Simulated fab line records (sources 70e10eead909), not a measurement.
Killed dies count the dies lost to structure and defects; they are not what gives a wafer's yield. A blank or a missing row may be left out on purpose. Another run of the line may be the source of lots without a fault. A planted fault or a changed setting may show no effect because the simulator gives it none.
Which tool was responsible?    flow nand-harc    36 wafers from 12 lots sampled at 3 of the route's 1302 steps

## WHAT EACH GAUGE READ, for each wafer
NHARC_A_ZERO_WELL_INSPECT_17.
lot   measured      on                 raw-defect-count
L075  day 7 08:55   defect-inspect-02  7 13 8
L077  day 8 04:30   defect-inspect-02  28 14 13
L079  day 8 20:16   defect-inspect-01  11 6 8
L081  day 9 17:02   defect-inspect-01  10 13 14
L083  day 10 18:50  defect-inspect-01  11 6 21
L085  day 11 07:25  defect-inspect-01  7 14 18
L087  day 12 01:25  defect-inspect-01  18 8 9
L089  day 12 23:15  defect-inspect-02  9 12 11
L091  day 14 01:51  defect-inspect-01  19 17 20
L093  day 14 16:38  defect-inspect-02  4 20 9
L095  day 15 11:57  defect-inspect-02  18 15 18
L097  day 16 11:03  defect-inspect-02  8 6 16

## WHICH TOOL RAN EACH LOT (tool, then ch and the chambers of the sampled wafers, then the start)
lot   NHARC_P_BONDPAD_DESCUM_11           NHARC_P_BONDPAD_PVD_27
L075  rie-diel-11 ch 0,2,3, day 7 03:07   pvd-sputter-02, day 7 08:55 or earlier
L077  rie-diel-10 ch 2,3, day 7 23:18     pvd-sputter-01, day 8 04:30 or earlier
L079  rie-diel-06 ch 0,3, day 8 14:57     pvd-sputter-01, day 8 20:16 or earlier
L081  rie-diel-11 ch 1,3, day 9 11:43     pvd-sputter-01, day 9 17:02 or earlier
L083  rie-diel-11 ch 0,1,3, day 10 13:21  pvd-sputter-02, day 10 18:50 or earlier
L085  rie-diel-11 ch 0,1,2, day 11 02:05  pvd-sputter-02, day 11 07:25 or earlier
L087  rie-diel-06 ch 0,1,2, day 11 20:15  pvd-sputter-03, day 12 01:25 or earlier
L089  rie-diel-06 ch 0,1, day 12 18:02    pvd-sputter-01, day 12 23:15 or earlier
L091  rie-diel-10 ch 0,1,2, day 13 20:32  pvd-sputter-01, day 14 01:51 or earlier
L093  rie-diel-11 ch 1,2, day 14 11:24    pvd-sputter-03, day 14 16:38 or earlier
L095  rie-diel-06 ch 1,2, day 15 06:34    pvd-sputter-01, day 15 11:57 or earlier
L097  rie-diel-11 ch 0,3, day 16 05:53    pvd-sputter-01, day 16 11:03 or earlier
- NHARC_P_BONDPAD_DESCUM_11: chemistry O2, time 3 s.
- NHARC_P_BONDPAD_PVD_27: deposits Cu, target thk 30 nm, time 20.49 s.

## THE ANSWER, worked out from the rows above alone
Rule: the usual values come from the lots themselves. Put in order of their means at a reading, lots are off if they are a third of the lots or fewer, leave a main group of 4 or more, and stand apart from it by a gap of 3 or more times the standard deviation of the main group's means; of several such gaps the widest counts. If all means in a main group match to the digits the tables above print for the reading, that group is not used. Also off: a lot with no number at a reading for which 4 or more lots have one. Any other lot the step has rows for is counted as sound.
None of the lots is off at any reading shown; this tells nothing.

## WHAT THE SIMULATOR PUT IN
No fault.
